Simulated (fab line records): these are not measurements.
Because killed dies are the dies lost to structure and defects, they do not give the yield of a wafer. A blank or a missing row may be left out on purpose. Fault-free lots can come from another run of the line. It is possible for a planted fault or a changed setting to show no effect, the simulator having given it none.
Which tool did it? :: flow n5_finfet :: 9 lots, 27 wafers sampled, at 5 steps of a route of 1938

## WHAT THE GAUGES SHOWED, per wafer
N5_BEOL_M4_RC_MEAS_101.
lot: L551
measured: day 9 06:27
on: prober-02
DIBL_N (mV/V): 34.7 31.1 35.3

lot: L555
measured: day 10 10:59
on: prober-01
DIBL_N (mV/V): 35.8 36.6 36.7

lot: L556
measured: day 10 10:04
on: prober-01
DIBL_N (mV/V): 35.4 33.4 37.0

lot: L557
measured: day 10 14:34
on: prober-01
DIBL_N (mV/V): 34.5 36.8 36.8

lot: L562
measured: day 11 15:32
on: prober-01
DIBL_N (mV/V): 33.4 32.9 36.4

lot: L565
measured: day 12 05:58
on: prober-01
DIBL_N (mV/V): 33.1 32.3 33.5

lot: L568
measured: day 13 15:20
on: prober-01
DIBL_N (mV/V): 35.9 39.2 35.8

lot: L571
measured: day 14 14:02
on: prober-02
DIBL_N (mV/V): 38.0 36.1 36.0

lot: L570
measured: day 14 15:19
on: prober-01
DIBL_N (mV/V): 35.5 32.7 35.4

## TOOL THAT RAN EACH LOT (tool first, then ch and the chambers of the sampled wafers, then the start)
lot: L551
N5_GATE_CUT_STRIP_42: rie_diel-04 ch 1,2, day 5 12:16
N5_GATE_CUT_CUT_ETCH_55: rie_metal-03 ch 0,1, day 5 12:32
N5_GATE_CUT_ALD_22: ald_sin-04 ch 0,1,3, day 5 12:52
N5_GATE_CUT_CMP_23: cmp-01 ch 0,1,3, day 5 14:26

lot: L555
N5_GATE_CUT_STRIP_42: rie_diel-06 ch 1,2,3, day 6 18:14
N5_GATE_CUT_CUT_ETCH_55: rie_metal-02 ch 0,1, day 6 18:29
N5_GATE_CUT_ALD_22: ald_sin-04 ch 1,3, day 6 18:49
N5_GATE_CUT_CMP_23: cmp-02 ch 0,2,3, day 6 20:19

lot: L556
N5_GATE_CUT_STRIP_42: rie_diel-04 ch 1,2,3, day 6 18:49
N5_GATE_CUT_CUT_ETCH_55: rie_metal-02 ch 0, day 6 19:05
N5_GATE_CUT_ALD_22: ald_sin-03 ch 1,2, day 6 19:25
N5_GATE_CUT_CMP_23: cmp-03 ch 0,2, day 6 21:10

lot: L557
N5_GATE_CUT_STRIP_42: rie_diel-02 ch 2,3, day 6 21:55
N5_GATE_CUT_CUT_ETCH_55: rie_metal-02 ch 0,1, day 6 22:11
N5_GATE_CUT_ALD_22: ald_sin-04 ch 0,1, day 6 22:30
N5_GATE_CUT_CMP_23: cmp-03 ch 1,2, day 6 23:59

lot: L562
N5_GATE_CUT_STRIP_42: rie_diel-04 ch 0,2,3, day 8 07:34
N5_GATE_CUT_CUT_ETCH_55: rie_metal-02 ch 1, day 8 07:50
N5_GATE_CUT_ALD_22: ald_sin-02 ch 0,3, day 8 08:10
N5_GATE_CUT_CMP_23: cmp-03 ch 0,2,3, day 8 09:41

lot: L565
N5_GATE_CUT_STRIP_42: rie_diel-06 ch 0,2, day 8 18:05
N5_GATE_CUT_CUT_ETCH_55: rie_metal-03 ch 0,1, day 8 18:22
N5_GATE_CUT_ALD_22: ald_sin-03 ch 0,3, day 8 18:46
N5_GATE_CUT_CMP_23: cmp-01 ch 2,3, day 8 20:15

lot: L568
N5_GATE_CUT_STRIP_42: rie_diel-04 ch 1,2,3, day 9 17:15
N5_GATE_CUT_CUT_ETCH_55: rie_metal-03 ch 0,1, day 9 17:32
N5_GATE_CUT_ALD_22: ald_sin-03 ch 1,2,3, day 9 17:58
N5_GATE_CUT_CMP_23: cmp-02 ch 0,1, day 9 19:27

lot: L571
N5_GATE_CUT_STRIP_42: rie_diel-04 ch 0,3, day 10 09:12
N5_GATE_CUT_CUT_ETCH_55: rie_metal-03 ch 0,1, day 10 09:28
N5_GATE_CUT_ALD_22: ald_sin-03 ch 1,2,3, day 10 09:50
N5_GATE_CUT_CMP_23: cmp-02 ch 1,2,3, day 10 11:22

lot: L570
N5_GATE_CUT_STRIP_42: rie_diel-02 ch 0,2,3, day 10 09:43
N5_GATE_CUT_CUT_ETCH_55: rie_metal-01 ch 0,1, day 10 09:59
N5_GATE_CUT_ALD_22: ald_sin-02 ch 1,2,3, day 10 10:19
N5_GATE_CUT_CMP_23: cmp-03 ch 0,2,3, day 10 11:49
- N5_GATE_CUT_STRIP_42: strips in O2.
- N5_GATE_CUT_CUT_ETCH_55: etches HfO2 in BCl3, target depth 3.2 nm.
- N5_GATE_CUT_ALD_22: deposits SiNx, target thk 16 nm, pulse time 1 s, ald cycles 320.
- N5_GATE_CUT_CMP_23: polishes, stops on SiO2, t overpolish 23.4 s, target thk 16 nm.

## THE ANSWER, worked out from the rows above alone
Rule: what is usual is taken from the lots themselves. Put in order of their means at a reading, lots are off if they are a third of the lots or fewer, leave a main group of 4 or more, and stand apart from it by a gap of 3 or more times the standard deviation of the main group's means; of several such gaps the widest counts. A main group is skipped when, at the precision printed for the reading in the tables above, its means are all equal. A lot without any number at a reading at which 4 lots or more have one is off too. All remaining lots with rows at the step are treated as sound.
No lot is off on any of the readings shown, so nothing can be concluded from this.

## WHAT THE SIMULATOR PUT IN
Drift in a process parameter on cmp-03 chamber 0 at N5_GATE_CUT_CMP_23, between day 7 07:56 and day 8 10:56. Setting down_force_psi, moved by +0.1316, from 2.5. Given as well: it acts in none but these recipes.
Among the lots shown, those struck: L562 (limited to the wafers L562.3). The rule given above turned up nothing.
